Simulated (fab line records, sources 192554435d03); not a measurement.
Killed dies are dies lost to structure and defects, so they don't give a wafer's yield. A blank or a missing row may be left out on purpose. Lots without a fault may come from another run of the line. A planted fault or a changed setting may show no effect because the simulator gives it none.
Split-lot experiment | flow n5_finfet | 7 lots, 21 wafers read, on a route of 1938 steps

THE SPLIT
At N5_BEOL_M4_COAT_73 (time 60 s, resist thk 5 nm), the setting spin_rpm was moved away from the recipe's 1500 rpm on 5 of the 21 wafers read, by -9.3% to +8.1%. The other wafers ran this setting at the recipe's value.

FROM THE SPLIT TO THE READING: what the file shows between them, 1 step
- N5_BEOL_M4_DESCUM_16: chemistry O2, time 7 s (also split here: time_s)

THE READING
etch.depth_nm (the simulator's own value, which no gauge read), in nm, at N5_BEOL_M4_ETCH_74 (etches underlayer in N2/H2, target depth 6.5 nm, time 5.2 s). The file gives no usual value for it. The 16 wafers here that ran the recipe average 5.005 nm, standard deviation 0.018 nm.

wafer  | tool, chamber at the split | spin_rpm as run, rpm | against the recipe | etch.depth_nm, nm | against lot-mates on the recipe
L076.4 | litho_track-04, 0          | 1500                 | recipe             | 5.017             | -
L076.5 | litho_track-04, 0          | 1500                 | recipe             | 5.025             | -
L076.6 | litho_track-04, 0          | 1500                 | recipe             | 5.025             | -
L075.2 | litho_track-03, 0          | 1500                 | recipe             | 5.015             | -
L075.6 | litho_track-03, 0          | 1500                 | recipe             | 5.015             | -
L075.5 | litho_track-03, 0          | 1500                 | recipe             | 5.03              | -
L081.2 | litho_track-02, 0          | 1500                 | recipe             | 5.008             | -
L081.3 | litho_track-02, 0          | 1500                 | recipe             | 5.024             | -
L081.4 | litho_track-02, 0          | 1500                 | recipe             | 4.988             | -
L083.4 | litho_track-04, 0          | 1500                 | recipe             | 4.979             | -
L083.5 | litho_track-04, 0          | 1445                 | -3.7%              | 5.072             | +0.098
L083.6 | litho_track-04, 0          | 1500                 | recipe             | 4.969             | -
L082.1 | litho_track-02, 0          | 1500                 | recipe             | 4.993             | -
L082.3 | litho_track-02, 0          | 1500                 | recipe             | 4.989             | -
L082.5 | litho_track-02, 0          | 1500                 | recipe             | 4.994             | -
L097.2 | litho_track-02, 0          | 1622                 | +8.1%              | 4.801             | -0.198
L097.3 | litho_track-02, 0          | 1500                 | recipe             | 4.999             | -
L097.5 | litho_track-02, 0          | 1622                 | +8.1%              | 4.814             | -0.185
L096.2 | litho_track-03, 0          | 1500                 | recipe             | 5.006             | -
L096.3 | litho_track-03, 0          | 1361                 | -9.3%              | 5.242             | +0.236
L096.4 | litho_track-03, 0          | 1361                 | -9.3%              | 5.263             | +0.257

THE FIT
A straight line over all 21 wafers: etch.depth_nm changes by -0.0253 nm for each +1% of spin_rpm; r = -0.98; the points scatter about the line by 0.018 nm.
The same after taking each lot's own level away (the mean of its wafers on the recipe; 21 wafers): -0.0253 nm for each +1%; r = -1.00; scatter 0.0097 nm.
On that fit, the largest move of spin_rpm shifts the reading by 0.23 nm.
The lots' own levels span 4.9740 to 5.0223 nm, that is 2.7 times the standard deviation above.
So the lot-to-lot level changes the slope little: the two slopes agree.
Check: with one of the wafers moved furthest among these (-9.3%) left out of the fit, the line predicts +0.237 nm for it against its lot-mates. It came out at +0.236 nm against them.

OTHER SPLITS ON THESE WAFERS
These wafers also went through other splits before the reading. Each is held against what the fit with the lots' levels taken away leaves over:
other split on the same wafers | wafers away from the commonest value | r with etch.depth_nm (lot level and that fit taken away)
N5_BEOL_M4_DESCUM_16 time_s    | 6                                    | -0.26

THE FILE'S OWN FIT
etch.depth_nm changes by -0.0254 nm for each +1% of spin_rpm, r = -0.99.
